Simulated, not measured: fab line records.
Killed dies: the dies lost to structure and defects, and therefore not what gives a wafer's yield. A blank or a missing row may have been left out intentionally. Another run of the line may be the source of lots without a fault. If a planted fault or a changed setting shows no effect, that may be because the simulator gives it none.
fab line records -- flow n5_finfet -- part 2 of 2: steps 18 to 27 of 27
[record] lots = 5, wafers = 15, last_day = 17
route steps=1938 shown MOL_CONTACT_COAG@600
lots untouched by any fault: they come from a run of this same line in which no faults occurred
start_h: hours from the record's first day to the start of the lot's first wafer shown -- wait_h: time in hours since the lot's previous step -- " repeats the value in the row above -- L1.1+2: a row that stands for several wafers -- - either no value or no given start -- * or withheld: withheld -- < > ~ a bound
route shown NAME@n: a module of which the file shows steps, and the number in the route of the first -- usual: average and standard deviation across the fault-free wafers -- same: alike in all rows -- chamber/n: place in a boat -- sites: per-site readings -- _std_site: how widely they spread, as a standard deviation -- _edge_site: mean of outer sites minus mean of inner sites -- radius_mm: how far each site lies from the wafer's centre -- mask NAME#n: copy n -- behind: the most recent tool/chamber to have shaped the wafer -- hold: reason for holding the lot/hours on hold/outcome of the hold -- device: names the non-switching transistor (n, p or np) -- end of line: at the end of the route, the tests of the same wafers -- a step with no rows: only its recipe -- killed: not the wafer's yield, but the dies lost to structure and defects at the first sort -- map: per-die view of a wafer (x killed, . not killed, _ where there is no die)
set.NAME: the setting as run; set.NAME@STEP: as run at that earlier step -- model.NAME: the simulator's own value behind a step, which no gauge read
lots seen at some steps along the route; tables by step, rows by wafer
services: a tool's chamber out of use, with start hour (start_h, from the record's first day; less than 0 if before it), hours out, and reason
[[steps]]
[step N5_MOL_CONTACT_COAG_ETCH_48]
[recipe] chemistry = C4F6/O2, target_depth_a = 150, overetch_a = 45, mask_material = SOC, target = SiOC, bias_w = 465, pressure_mtorr = 10, time_s = 17, source_w = 335, Ar_flow_sccm = 300, C4F6_flow_sccm = 10, O2_flow_sccm = 10, ion_energy_ev = 576
[usual] drypump_motor_current_A = 5.7/0.5, oes_product_au = 0.65/0.071, rf_vpp_V = 1589/9.4, showerhead_plenum_p_Torr = 2.80/0.039, throttle_valve_pct = 40.55/0.28
lot.wafer,tool,chamber,start_h,wait_h,drypump_motor_current_A,oes_product_au,rf_hours_counter_h,rf_vpp_V,showerhead_plenum_p_Torr,throttle_valve_pct
L079.1,rie_diel-02,1,132.61,0.0,6.1,0.63,147,1601,2.84,40.43
L079.3,rie_diel-02,2,132.61,0.0,5.9,0.61,157,1574,2.84,41.04
L079.5,rie_diel-02,1,132.61,0.0,6.1,0.63,-,1600,2.84,40.42
L080.2,rie_diel-02,3,137.50,0.0,6.0,0.65,103,1589,2.87,40.28
L080.3,rie_diel-02,0,137.50,0.0,5.7,0.69,98,1586,2.76,40.61
L080.6,rie_diel-02,2,137.50,0.0,6.0,0.63,-,1574,2.84,41.05
L088.1,rie_diel-02,3,185.99,0.0,6.0,0.68,120,1586,2.86,40.31
L088.3,rie_diel-02,2,185.99,0.0,5.9,0.65,175,1573,2.84,41.06
L088.5,rie_diel-02,3,185.99,0.0,6.0,0.64,-,1589,2.86,40.29
L089.1,rie_diel-01,2,202.86,0.0,5.7,0.80,16,1573,2.79,40.57
L089.4,rie_diel-01,1,202.86,0.0,5.7,0.58,243,1597,2.79,40.47
L089.5,rie_diel-01,2,202.86,0.0,5.7,0.77,-,1574,2.79,40.56
L096.4,rie_diel-05,2,239.25,0.0,5.2,0.58,-,1588,2.70,40.63
L096.5,rie_diel-05,1,239.25,0.0,6.0,0.77,-,1600,2.79,40.33
L096.6,rie_diel-05,3,239.25,0.0,5.8,0.59,-,1585,2.80,40.98
[step N5_MOL_CONTACT_COAG_STRIP_72]
[recipe] chemistry = N2/H2, power_w = 450, temp_c = 40, pressure_mtorr = 20, rf_frequency_hz = 6e+07, overash_fraction = 3, bias_power_w = 7, h2_frac = 0.5, n2_flow_sccm = 200, h2_flow_sccm = 200
[usual] drypump_motor_current_A = 5.7/0.51, oes_product_au = 0.77/0.086, rf_vpp_V = 59.4/1.9, showerhead_plenum_p_Torr = 2.50/0.035, throttle_valve_pct = 23.62/0.3
lot.wafer,tool,chamber,start_h,wait_h,drypump_motor_current_A,oes_product_au,rf_hours_counter_h,rf_vpp_V,showerhead_plenum_p_Torr,throttle_valve_pct
L079.1,rie_diel-02,1,132.67,0.0,6.1,0.74,147,60.1,2.55,23.48
L079.3,rie_diel-02,2,132.67,0.0,6.0,0.74,157,56.9,2.54,24.04
L079.5,rie_diel-02,1,132.67,0.0,6.1,0.74,-,57.6,2.55,23.47
L080.2,rie_diel-02,3,137.55,0.0,6.1,0.78,103,62.0,2.56,23.44
L080.3,rie_diel-02,0,137.55,0.0,5.7,0.80,98,61.2,2.45,23.52
L080.6,rie_diel-02,2,137.55,0.0,5.9,0.75,-,57.6,2.54,24.08
L088.1,rie_diel-02,3,186.04,0.0,6.0,0.77,120,58.0,2.55,23.44
L088.3,rie_diel-02,2,186.04,0.0,6.0,0.72,175,59.2,2.53,24.06
L088.5,rie_diel-02,3,186.04,0.0,6.0,0.77,-,59.4,2.55,23.49
L089.1,rie_diel-01,2,202.91,0.0,5.7,0.93,16,57.5,2.49,23.48
L089.4,rie_diel-01,1,202.91,0.0,5.8,0.67,243,60.9,2.50,23.80
L089.5,rie_diel-01,2,202.91,0.0,5.7,0.93,-,59.0,2.49,23.53
L096.4,rie_diel-05,2,239.30,0.0,5.1,0.71,-,60.9,2.42,23.76
L096.5,rie_diel-05,1,239.30,0.0,6.0,0.93,-,59.6,2.48,23.14
L096.6,rie_diel-05,3,239.30,0.0,5.7,0.68,-,59.1,2.49,23.96
[step N5_MOL_CONTACT_COAG_STRIP_49]
[recipe] chemistry = N2/H2, time_s = 30, power_w = 1000, temp_c = 250, pressure_mtorr = withheld, n2_flow_sccm = 1750, h2_flow_sccm = 3250
[usual] drypump_motor_current_A = 5.6/0.4, heater_power_w = 332/36
lot.wafer,tool,chamber,start_h,wait_h,drypump_motor_current_A,heater_power_w,rf_hours_counter_h
L079.1,plasma_asher-02,1,133.06,-,5.3,289,46
L079.3,plasma_asher-02,0,133.06,-,5.5,333,-
L079.5,plasma_asher-02,1,133.06,-,5.2,278,-
L080.2,plasma_asher-01,1,137.63,-,5.6,395,94
L080.3,plasma_asher-01,1,137.63,-,5.6,378,-
L080.6,plasma_asher-01,0,137.63,-,6.3,326,-
L088.1,plasma_asher-02,0,186.12,-,5.4,329,57
L088.3,plasma_asher-02,0,186.12,-,5.4,344,-
L088.5,plasma_asher-02,1,186.12,-,5.2,292,-
L089.1,plasma_asher-01,1,203.00,-,5.6,384,106
L089.4,plasma_asher-01,0,203.00,-,6.3,315,-
L089.5,plasma_asher-01,1,203.00,-,5.6,384,-
L096.4,plasma_asher-01,0,239.37,-,6.3,318,-
L096.5,plasma_asher-01,1,239.37,-,5.6,394,-
L096.6,plasma_asher-01,0,239.37,-,6.3,313,-
[step N5_MOL_CONTACT_COAG_PRECLEAN_138]
[recipe] chemistry = alkaline_clean, temp_c = 60, time_s = 60, do_ppb = 50
[usual] bath_guard_temp_C = 59.9/0.47
lot.wafer,tool,chamber,start_h,wait_h,bath_guard_temp_C
L079.1,wet_bench-03,0,133.15,0.1,60.6
L079.3,wet_bench-03,2,133.15,0.1,59.1
L079.5,wet_bench-03,6,133.15,0.1,59.5
L080.2,wet_bench-06,7,137.75,0.1,59.5
L080.3,wet_bench-06,1,137.75,0.1,59.8
L080.6,wet_bench-06,6,137.75,0.1,59.9
L088.1,wet_bench-04,7,186.21,0.1,60.1
L088.3,wet_bench-04,4,186.21,0.1,60.4
L088.5,wet_bench-04,2,186.21,0.1,60.1
L089.1,wet_bench-04,1,203.08,0.1,59.9
L089.4,wet_bench-04,6,203.08,0.1,60.2
L089.5,wet_bench-04,3,203.08,0.1,60.4
L096.4,wet_bench-04,7,239.44,0.0,60.5
L096.5,wet_bench-04,2,239.44,0.0,60.2
L096.6,wet_bench-04,1,239.44,0.0,59.9
[step N5_MOL_CONTACT_COAG_SRD_139]
[recipe] dry = ipa_marangoni, time_s = 30, temp_c = 23, rinse_liquid = diw
lot.wafer,tool,chamber,start_h,wait_h
L079.1+3+5,wet_bench-03,"0,2,6",133.17,0.0
L080.2+3+6,wet_bench-06,"7,1,6",137.77,0.0
L088.1+3+5,wet_bench-04,"7,4,2",186.23,0.0
L089.1+4+5,wet_bench-04,"1,6,3",203.10,0.0
L096.4+5+6,wet_bench-04,"7,2,1",239.46,0.0
[step N5_MOL_CONTACT_COAG_CD_MEAS_101]
[recipe] target_cd_nm = 16
[usual] cd_nm = 16.1/0.3
lot.wafer,tool,chamber,start_h,wait_h,cd_nm
L079.1,cd_sem-02,-,133.21,0.0,16.4
L079.3,cd_sem-02,-,133.21,0.0,16.1
L079.5,cd_sem-02,-,133.21,0.0,16.4
L080.2,cd_sem-01,-,137.81,0.0,15.8
L080.3,cd_sem-01,-,137.81,0.0,16.5
L080.6,cd_sem-01,-,137.81,0.0,15.7
L088.1,cd_sem-01,-,186.27,0.0,16.4
L088.3,cd_sem-01,-,186.27,0.0,15.8
L088.5,cd_sem-01,-,186.27,0.0,16.1
L089.1,cd_sem-01,-,203.15,0.0,16.6
L089.4,cd_sem-01,-,203.15,0.0,16.4
L089.5,cd_sem-01,-,203.15,0.0,16.7
L096.4,cd_sem-03,-,239.51,0.0,15.8
L096.5,cd_sem-03,-,239.51,0.0,16.5
L096.6,cd_sem-03,-,239.51,0.0,15.9
[step N5_MOL_CONTACT_COAG_PRE_CLEAN_121]
[recipe] gas = H2/He, time_s = *, temp_c = withheld
lot.wafer,tool,chamber,start_h,wait_h
L079.1+3+5,cvd_w-02,"0,0,1",133.25,0.0
L080.2+3+6,cvd_w-02,0,137.85,0.0
L088.1+3+5,cvd_w-02,"0,1,1",186.31,0.0
L089.1+4+5,cvd_w-01,"0,1,0",203.19,0.0
L096.4+5+6,cvd_w-01,"1,1,0",239.57,0.1
[step N5_MOL_CONTACT_COAG_CVD_140]
[recipe] material = W, target_thk_a = 665, mode = selective_fill, temp_c = 300, time_s = 215
[usual] heater_power_w = 456/60
lot.wafer,tool,chamber,start_h,wait_h,heater_power_w
L079.1,cvd_w-02,0,133.34,0.1,513
L079.3,cvd_w-02,0,133.34,0.1,512
L079.5,cvd_w-02,1,133.34,0.1,394
L080.2,cvd_w-02,0,137.94,0.1,504
L080.3,cvd_w-02,0,137.94,0.1,515
L080.6,cvd_w-02,0,137.94,0.1,507
L088.1,cvd_w-02,0,186.40,0.1,503
L088.3,cvd_w-02,1,186.40,0.1,400
L088.5,cvd_w-02,1,186.40,0.1,389
L089.1,cvd_w-01,0,203.28,0.1,396
L089.4,cvd_w-01,1,203.28,0.1,540
L089.5,cvd_w-01,0,203.28,0.1,409
L096.4,cvd_w-01,1,239.71,0.1,528
L096.5,cvd_w-01,1,239.71,0.1,520
L096.6,cvd_w-01,0,239.71,0.1,405
[step N5_MOL_CONTACT_COAG_PRECLEAN_127]
[recipe] chemistry = DIW, time_s = 57.5, temp_c = 23
lot.wafer,tool,chamber,start_h,wait_h
L079.1+3+5,wet_bench-04,"7,1,0",133.61,0.2
L080.2+3+6,wet_bench-06,"4,2,3",138.21,0.2
L088.1+3+5,wet_bench-04,"0,4,2",186.67,0.2
L089.1+4+5,wet_bench-06,"1,6,2",203.55,0.2
L096.4+5+6,wet_bench-04,"3,4,5",239.90,0.1
[step N5_MOL_CONTACT_COAG_SRD_128]
[recipe] dry_time_s = 32, dry = n2_spin, spin_rpm = 1500
lot.wafer,tool,chamber,start_h,wait_h
L079.1+3+5,wet_bench-04,"7,1,0",133.63,0.0
L080.2+3+6,wet_bench-06,"4,2,3",138.23,0.0
L088.1+3+5,wet_bench-04,"0,4,2",186.69,0.0
L089.1+4+5,wet_bench-06,"1,6,2",203.57,0.0
L096.4+5+6,wet_bench-04,"3,4,5",239.92,0.0
[[services]]
tool,chamber,start_h,hours,kind
ald_sin-02,-,108.99,2.8,pm
cvd_w-01,-,124.92,1.7,repair
rie_diel-01,1,126.77,8.7,repair
plasma_asher-01,-,130.10,3.4,repair
rie_diel-01,2,136.93,-,clean
rie_diel-01,2,136.93,-,consumable_replace:focus_ring
rie_diel-05,0,141.50,9.7,repair
ald_sin-01,3,157.56,52.7,repair
rie_diel-05,1,163.92,15.8,repair
plasma_asher-02,-,164.43,2.8,pm
plasma_asher-01,-,167.18,2.8,pm
rie_diel-05,1,184.07,-,clean
rie_diel-05,1,184.07,-,consumable_replace:focus_ring
rie_diel-05,1,184.07,21.9,scheduled_down
rie_diel-05,1,184.07,21.9,vent_cycle
wet_bench-03,-,187.30,4.1,repair
rie_diel-01,0,205.00,10.7,repair
rie_diel-05,3,217.36,2.8,repair
rie_diel-05,0,221.67,-,clean
rie_diel-05,0,221.67,-,consumable_replace:focus_ring
rie_diel-05,0,221.67,19.9,scheduled_down
rie_diel-05,0,221.67,19.9,vent_cycle
rie_diel-01,1,226.12,7.0,repair
ald_sin-02,3,228.19,19.0,repair
